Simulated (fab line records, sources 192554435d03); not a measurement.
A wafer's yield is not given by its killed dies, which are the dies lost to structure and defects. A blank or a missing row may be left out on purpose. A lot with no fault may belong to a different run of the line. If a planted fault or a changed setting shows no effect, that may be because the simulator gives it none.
The tool behind it: which one? | flow n5Finfet | 69 wafers sampled from 23 lots at 1 step of a route of 1938

## WHAT THE GAUGES SHOWED, per wafer
N5_BEOL_M3_RS_MEAS_58: the measuring method here is four-point-probe.
lot  | measured     | on           | M3_RS (ohm/sq)
L074 | day 7 03:33  | filmMetro-01 | 0.64 0.69 0.62
L076 | day 7 20:35  | filmMetro-01 | 0.68 0.70 0.66
L075 | day 7 20:50  | filmMetro-01 | 0.73 0.65 0.75
L077 | day 8 03:49  | filmMetro-02 | 0.69 0.72 0.63
L078 | day 8 09:32  | filmMetro-01 | 0.69 0.65 0.63
L079 | day 8 12:41  | filmMetro-01 | 0.77 0.72 0.66
L080 | day 8 20:45  | filmMetro-01 | 0.75 0.75 0.67
L081 | day 9 00:13  | filmMetro-01 | 0.71 0.66 0.63
L082 | day 9 00:41  | filmMetro-01 | 0.71 0.66 0.70
L083 | day 9 11:56  | filmMetro-02 | 0.70 0.66 0.65
L084 | day 9 16:43  | filmMetro-01 | 0.66 0.67 0.70
L085 | day 10 03:26 | filmMetro-02 | 0.73 0.75 0.66
L086 | day 10 10:47 | filmMetro-02 | 0.70 0.69 0.69
L087 | day 10 15:56 | filmMetro-02 | 0.72 0.66 0.65
L088 | day 10 21:36 | filmMetro-02 | 0.77 0.77 0.68
L089 | day 10 23:03 | filmMetro-01 | 0.72 0.69 0.64
L090 | day 11 07:35 | filmMetro-01 | 0.62 0.64 0.66
L091 | day 11 08:10 | filmMetro-02 | 0.76 0.74 0.69
L092 | day 11 13:59 | filmMetro-02 | 0.70 0.62 0.68
L093 | day 11 20:38 | filmMetro-02 | 0.73 0.66 0.71
L094 | day 12 13:52 | filmMetro-02 | 0.70 0.61 0.69
L095 | day 12 21:10 | filmMetro-02 | 0.66 0.70 0.68
L097 | day 13 01:07 | filmMetro-01 | 0.75 0.65 0.68

## WHAT TOOL EACH LOT RAN ON (gives the tool, then ch and the chambers of the sampled wafers, and finally the start)
There is no process step in the record ahead of these readings.

## AS READ BY THE TOOLS THEMSELVES (means over the sampled wafers that have a number; for cases with no such wafer, the mark the record gives instead)
The record holds no such reading with a usual standard deviation.

## THE ANSWER, worked out from the rows above alone
Rule: what is usual is taken from the lots themselves. Put in order of their means at a reading, lots are off if they are a third of the lots or fewer, leave a main group of 4 or more, and stand apart from it by a gap of 3 or more times the standard deviation of the main group's means; of several such gaps the widest counts. Not used: any main group whose means are identical at the precision the tables above print for the reading. A lot without any number at a reading at which 4 lots or more have one is off too. All remaining lots with rows at the step are treated as sound. First the gauges in route order, then the tools' own readings, where a lot's mean is used as printed above. At the first step where some lot is off, the reading lying furthest off is the one used; lots without a number count as furthest.
Nothing can be told from this: no lot is off at any reading shown.

## WHAT HAD BEEN PUT IN BY THE SIMULATOR
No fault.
